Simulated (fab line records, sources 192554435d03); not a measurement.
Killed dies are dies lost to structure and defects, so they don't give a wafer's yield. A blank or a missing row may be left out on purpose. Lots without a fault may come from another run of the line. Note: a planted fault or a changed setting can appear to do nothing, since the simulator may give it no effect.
Split-lot experiment || flow n5 finfet || route with 1938 steps; 7 lots, 21 wafers read

## ON THE SPLIT
At N5_BEOL_M15_SPUTTER_44 (material Ta, target thk 15 nm, time 24.19 s), the setting power w was moved away from the recipe's 15000 W on 6 of the 21 wafers read, by -13.1% to +16.7%. All remaining wafers had this setting at the recipe value.

Reading taken at the split's own step.

## THE READING
Ta_of_BEOL_M15_SPUTTER_44.thk nm (the simulator's own value, which no gauge read), in nm, at N5_BEOL_M15_SPUTTER_44 (material Ta, target thk 15 nm, time 24.19 s). There is no usual value for it anywhere in the file. Across the 15 wafers here that went through the recipe, the average is 15.1 nm and the standard deviation 0.14 nm.

{"wafer": "L074.1", "tool, chamber at the split": "pvd sputter-01, -", "power w as run, W": 15000, "against the recipe": "recipe", "Ta_of_BEOL_M15_SPUTTER_44.thk nm, nm": 15, "against lot-mates on the recipe": "-"}
{"wafer": "L074.4", "tool, chamber at the split": "pvd sputter-01, -", "power w as run, W": 15000, "against the recipe": "recipe", "Ta_of_BEOL_M15_SPUTTER_44.thk nm, nm": 15.4, "against lot-mates on the recipe": "-"}
{"wafer": "L074.5", "tool, chamber at the split": "pvd sputter-01, -", "power w as run, W": 13030, "against the recipe": "-13.1%", "Ta_of_BEOL_M15_SPUTTER_44.thk nm, nm": 13, "against lot-mates on the recipe": -2.2}
{"wafer": "L075.3", "tool, chamber at the split": "pvd sputter-01, -", "power w as run, W": 15000, "against the recipe": "recipe", "Ta_of_BEOL_M15_SPUTTER_44.thk nm, nm": 15, "against lot-mates on the recipe": "-"}
{"wafer": "L075.4", "tool, chamber at the split": "pvd sputter-01, -", "power w as run, W": 17500, "against the recipe": "+16.7%", "Ta_of_BEOL_M15_SPUTTER_44.thk nm, nm": 17.2, "against lot-mates on the recipe": "+2.3"}
{"wafer": "L075.5", "tool, chamber at the split": "pvd sputter-01, -", "power w as run, W": 15000, "against the recipe": "recipe", "Ta_of_BEOL_M15_SPUTTER_44.thk nm, nm": 14.8, "against lot-mates on the recipe": "-"}
{"wafer": "L076.3", "tool, chamber at the split": "pvd sputter-02, -", "power w as run, W": 15000, "against the recipe": "recipe", "Ta_of_BEOL_M15_SPUTTER_44.thk nm, nm": 15, "against lot-mates on the recipe": "-"}
{"wafer": "L076.4", "tool, chamber at the split": "pvd sputter-02, -", "power w as run, W": 14140, "against the recipe": "-5.7%", "Ta_of_BEOL_M15_SPUTTER_44.thk nm, nm": 14.6, "against lot-mates on the recipe": -0.4}
{"wafer": "L076.6", "tool, chamber at the split": "pvd sputter-02, -", "power w as run, W": 14140, "against the recipe": "-5.7%", "Ta_of_BEOL_M15_SPUTTER_44.thk nm, nm": 14.4, "against lot-mates on the recipe": -0.6}
{"wafer": "L078.2", "tool, chamber at the split": "pvd sputter-01, -", "power w as run, W": 15000, "against the recipe": "recipe", "Ta_of_BEOL_M15_SPUTTER_44.thk nm, nm": 15, "against lot-mates on the recipe": "-"}
{"wafer": "L078.6", "tool, chamber at the split": "pvd sputter-01, -", "power w as run, W": 15000, "against the recipe": "recipe", "Ta_of_BEOL_M15_SPUTTER_44.thk nm, nm": 15, "against lot-mates on the recipe": "-"}
{"wafer": "L078.5", "tool, chamber at the split": "pvd sputter-01, -", "power w as run, W": 15000, "against the recipe": "recipe", "Ta_of_BEOL_M15_SPUTTER_44.thk nm, nm": 15.2, "against lot-mates on the recipe": "-"}
{"wafer": "L089.1", "tool, chamber at the split": "pvd sputter-01, -", "power w as run, W": 15000, "against the recipe": "recipe", "Ta_of_BEOL_M15_SPUTTER_44.thk nm, nm": 15.2, "against lot-mates on the recipe": "-"}
{"wafer": "L089.4", "tool, chamber at the split": "pvd sputter-01, -", "power w as run, W": 15000, "against the recipe": "recipe", "Ta_of_BEOL_M15_SPUTTER_44.thk nm, nm": 15.2, "against lot-mates on the recipe": "-"}
{"wafer": "L089.3", "tool, chamber at the split": "pvd sputter-01, -", "power w as run, W": 15000, "against the recipe": "recipe", "Ta_of_BEOL_M15_SPUTTER_44.thk nm, nm": 15, "against lot-mates on the recipe": "-"}
{"wafer": "L091.2", "tool, chamber at the split": "pvd sputter-02, -", "power w as run, W": 15000, "against the recipe": "recipe", "Ta_of_BEOL_M15_SPUTTER_44.thk nm, nm": 15.2, "against lot-mates on the recipe": "-"}
{"wafer": "L091.3", "tool, chamber at the split": "pvd sputter-02, -", "power w as run, W": 15000, "against the recipe": "recipe", "Ta_of_BEOL_M15_SPUTTER_44.thk nm, nm": 15.2, "against lot-mates on the recipe": "-"}
{"wafer": "L091.4", "tool, chamber at the split": "pvd sputter-02, -", "power w as run, W": 15000, "against the recipe": "recipe", "Ta_of_BEOL_M15_SPUTTER_44.thk nm, nm": 15.2, "against lot-mates on the recipe": "-"}
{"wafer": "L092.1", "tool, chamber at the split": "pvd sputter-02, -", "power w as run, W": 15730, "against the recipe": "+4.9%", "Ta_of_BEOL_M15_SPUTTER_44.thk nm, nm": 16, "against lot-mates on the recipe": "+0.8"}
{"wafer": "L092.2", "tool, chamber at the split": "pvd sputter-02, -", "power w as run, W": 15730, "against the recipe": "+4.9%", "Ta_of_BEOL_M15_SPUTTER_44.thk nm, nm": 16, "against lot-mates on the recipe": "+0.8"}
{"wafer": "L092.4", "tool, chamber at the split": "pvd sputter-02, -", "power w as run, W": 15000, "against the recipe": "recipe", "Ta_of_BEOL_M15_SPUTTER_44.thk nm, nm": 15.2, "against lot-mates on the recipe": "-"}

THE FIT
A straight line over all 21 wafers: Ta_of_BEOL_M15_SPUTTER_44.thk nm changes by +0.139 nm for each +1% of power w; r = +0.97; the points scatter about the line by 0.18 nm.
The same after taking each lot's own level away (the mean of its wafers on the recipe; 21 wafers): +0.143 nm for each +1%; r = +0.98; scatter 0.16 nm.
That fit puts the effect of the largest move of power w on the reading at 2.4 nm.
Measured against the standard deviation above, the lots' own levels, which go from 14.90 to 15.20 nm, span 2.1 times it.
The two slopes are in agreement: the lot-to-lot level therefore moves the slope only a little.
Check: for one of the wafers moved furthest among these (+16.7%), held out of the fit, the line's prediction against its lot-mates is +2.53 nm. It came out at +2.3 nm against them.

## ADDITIONAL SPLITS CARRIED BY THESE WAFERS
These wafers also went through other splits before the reading. Each is held against what the fit with the lots' levels taken away leaves over:
{"other split on the same wafers": "N5_BEOL_M13_COAT_58 spin rpm", "wafers away from the commonest value": 10, "r with Ta_of_BEOL_M15_SPUTTER_44.thk nm (lot level and that fit taken away)": "+0.11"}
{"other split on the same wafers": "N5_BEOL_M14_PEB_26 peb temp c", "wafers away from the commonest value": 9, "r with Ta_of_BEOL_M15_SPUTTER_44.thk nm (lot level and that fit taken away)": "+0.34"}
{"other split on the same wafers": "N5_BEOL_M14_TRENCH_ETCH_34 time s", "wafers away from the commonest value": 7, "r with Ta_of_BEOL_M15_SPUTTER_44.thk nm (lot level and that fit taken away)": "+0.28"}

## FILE'S OWN FIT
Ta_of_BEOL_M15_SPUTTER_44.thk nm changes by +0.146 nm for each +1% of power w, r = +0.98.
